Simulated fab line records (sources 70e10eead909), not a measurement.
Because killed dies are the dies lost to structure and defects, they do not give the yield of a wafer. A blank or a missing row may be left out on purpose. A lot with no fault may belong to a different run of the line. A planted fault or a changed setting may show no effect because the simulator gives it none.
Matching of chambers    flow nandHarc    NHARC_A_STAIRCASE_DEP_322 on pecvd-01 has 3 sister chambers
The step deposits SiO2, target thk 7200 nm. 3 wafers are shown with their chamber, then 7 later ones without.

== WAFERS PAIRED WITH THEIR CHAMBERS ==
wafer   chamber  heaterPowerW (W)
L080.3  0        833
L084.1  2        760
L084.2  1        667

== WAFERS WITHOUT THEIR CHAMBER ==
wafer   heaterPowerW (W)
L084.3  694
L087.2  671
L087.5  679
L087.6  565
L094.1  739
L094.3  639
L094.4  693

== EACH ONE'S CHAMBER ==
wafer   from the rows above           in truth
L084.3  can't be placed: 1 or 2       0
L087.2  can't be placed: 1 or 2       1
L087.5  can't be placed: 1 or 2       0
L087.6  1                             1
L094.1  can't be placed: 2 or 1 or 0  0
L094.3  1                             1
L094.4  can't be placed: 1 or 2       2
2 of 7 placed correctly. Unplaceable from these rows: 5, with the true chamber sitting among the candidates in 3. 0 placed wrongly.
How it was worked out, from the rows above alone: a wafer's distance from a chamber is the root of the sum, over the readings, of the square of ((its reading less the chamber's mean) divided by the reading's scatter). The wafer belongs to the nearest chamber; if the next one is less than 2 further off, it can't be placed. For every chamber, the mean is computed from those of its wafers that are shown. The scatter: root of mean squared gap, hidden wafer to nearest shown wafer, with one shown wafer a chamber.
